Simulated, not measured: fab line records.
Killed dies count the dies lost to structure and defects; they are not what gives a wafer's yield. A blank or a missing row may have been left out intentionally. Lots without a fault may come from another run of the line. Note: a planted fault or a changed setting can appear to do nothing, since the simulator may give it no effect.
What tool caused it?	flow n5_finfet	45 wafers from 15 lots sampled at 4 of the route's 1938 steps

## WHAT EACH GAUGE READ, for each wafer
N5_BEOL_M12_THK_MEAS_01. Usual: M12_ILD_THK typically reads 661 nm, with standard deviation 9.8.
lot	measured	on	M12_ILD_THK (nm)	flag
L821	day 10 18:25	film_metro-02	655 681 668	
L824	day 11 08:53	film_metro-02	646 658 655	
L828	day 12 20:28	film_metro-01	654 665 665	
L827	day 13 12:59	film_metro-01	643 660 658	
L832	day 14 06:59	film_metro-01	648 655 650	
L833	day 14 19:27	film_metro-01	664 660 667	
L831	day 14 22:18	film_metro-01	650 648 667	
L836	day 15 14:14	film_metro-01	668 672 668	
L835	day 15 18:17	film_metro-02	656 663 664	
L841	day 16 03:26	film_metro-02	655 651 655	
L837	day 16 11:33	film_metro-02	668 674 685	
L843	day 16 17:52	film_metro-02	661 662 666	
L840	day 16 19:26	film_metro-01	651 663 660	
L839	day 16 20:02	film_metro-02	655 667 662	
L842	day 17 01:06	film_metro-02	655 658 664	

N5_BEOL_M12_INSPECT_12: inspects for defects (macro). Usual: raw_defect_count reads 2.1 (standard deviation 1.6).
lot	measured	on	raw_defect_count	flag
L821	day 10 18:46	defect_inspect-02	1 3 2	
L824	day 11 09:14	defect_inspect-02	4 3 0	
L828	day 12 20:49	defect_inspect-01	2 2 2	
L827	day 13 13:20	defect_inspect-02	2 1 4	
L832	day 14 07:28	defect_inspect-01	1 1 2	
L833	day 14 19:56	defect_inspect-02	2 4 3	
L831	day 14 22:47	defect_inspect-01	2 2 1	
L836	day 15 14:43	defect_inspect-01	0 0 1	
L835	day 15 18:46	defect_inspect-01	4 2 1	
L841	day 16 03:55	defect_inspect-02	0 2 0	
L837	day 16 11:55	defect_inspect-01	0 3 3	
L843	day 16 18:20	defect_inspect-02	3 2 0	
L840	day 16 19:47	defect_inspect-02	4 3 5	
L839	day 16 20:31	defect_inspect-02	6 1 1	
L842	day 17 01:35	defect_inspect-02	2 5 3	

N5_BEOL_M12_OCD_MEAS_35. Usual: trench_depth_nm reads 317 nm (standard deviation 6).
lot	measured	on	trench_depth_nm (nm)	flag
L821	day 10 20:44	ocd-02	314 317 312	
L824	day 11 11:20	ocd-02	322 314 323	
L828	day 12 22:27	ocd-01	311 313 312	
L827	day 13 14:57	ocd-02	309 315 310	
L832	day 14 09:04	ocd-01	311 316 313	
L833	day 14 21:40	ocd-01	- - -	OFF
L831	day 15 00:22	ocd-02	- - -	OFF
L836	day 15 16:18	ocd-01	323 331 318	
L835	day 15 20:24	ocd-02	- - -	OFF
L841	day 16 05:23	ocd-02	331 317 318	
L837	day 16 13:49	ocd-01	327 329 317	
L843	day 16 19:48	ocd-01	318 312 318	
L840	day 16 21:22	ocd-01	328 311 314	
L839	day 16 22:11	ocd-02	317 326 327	
L842	day 17 03:26	ocd-02	314 326 312	

## TOOL THAT RAN EACH LOT (tool first, then ch and the chambers of the sampled wafers, then the start)
lot	N5_BEOL_M12_PEB_26
L821	litho_track-01 ch 0, day 10 19:50
L824	litho_track-04 ch 0, day 11 10:37
L828	litho_track-05 ch 0, day 12 21:44
L827	litho_track-05 ch 0, day 13 14:12
L832	litho_track-01 ch 0, day 14 08:20
L833	litho_track-05, day 14 20:57
L831	litho_track-04, day 14 23:38
L836	litho_track-04 ch 0, day 15 15:35
L835	litho_track-05, day 15 19:38
L841	litho_track-01 ch 0, day 16 04:40
L837	litho_track-01 ch 0, day 16 12:39
L843	litho_track-04 ch 0, day 16 19:05
L840	litho_track-05 ch 0, day 16 20:39
L839	litho_track-05 ch 0, day 16 21:23
L842	litho_track-01 ch 0, day 17 02:27
- N5_BEOL_M12_PEB_26: peb time 90 s.

## WHAT THE TOOLS THEMSELVES READ (means of the sampled wafers that have a number; where no wafer has one, the mark that the record gives instead)
N5_BEOL_M12_PEB_26. Usual: chill_plate_temp_C 23.00 C, standard deviation 0.11; exhaust_pa 44.9 Pa, standard deviation 0.91.
lot	tool	chill_plate_temp_C (C)	exhaust_pa (Pa)	flag
L821	litho_track-01	22.85	45.3	
L824	litho_track-04	22.91	44.7	
L828	litho_track-05	23.12	45.1	
L827	litho_track-05	22.87	44.9	
L832	litho_track-01	22.89	44.6	
L833	litho_track-05	-	-	OFF
L831	litho_track-04	-	-	OFF
L836	litho_track-04	23.05	45.8	
L835	litho_track-05	-	-	OFF
L841	litho_track-01	23.08	43.7	
L837	litho_track-01	22.95	44.5	
L843	litho_track-04	23.05	45.3	
L840	litho_track-05	23.02	45.5	
L839	litho_track-05	23.13	44.0	
L842	litho_track-01	23.11	46.1	

## THE ANSWER, worked out from the rows above alone
Rule: a lot counts as off when the mean over its wafers that have a number is more than 3 standard deviations away from the usual mean. Also off: a lot with no number at a reading for which 4 or more lots have one. Where the step has rows for the other lots, those lots are counted as sound. After the gauges, taken in route order, come the tools' own readings; for these a lot's mean is taken, as printed above. The first step at which some lot is off is used, and at that step the reading that is off furthest; a lot without a number counts as furthest.
Off, at N5_BEOL_M12_OCD_MEAS_35 on trench_depth_nm: L833, L831, L835. Without a number there: L833, L831, L835.
A tool fits if, at a process step before that reading, it ran every lot that is off, and no sound lot after the first of them. Not tried: the gauges at N5_BEOL_M12_OCD_MEAS_35; whatever is off there is also off at N5_BEOL_M12_PEB_26, on other tools, and gauge error can't account for it. No candidate that was tried fits.

## WHAT THE SIMULATOR PUT IN
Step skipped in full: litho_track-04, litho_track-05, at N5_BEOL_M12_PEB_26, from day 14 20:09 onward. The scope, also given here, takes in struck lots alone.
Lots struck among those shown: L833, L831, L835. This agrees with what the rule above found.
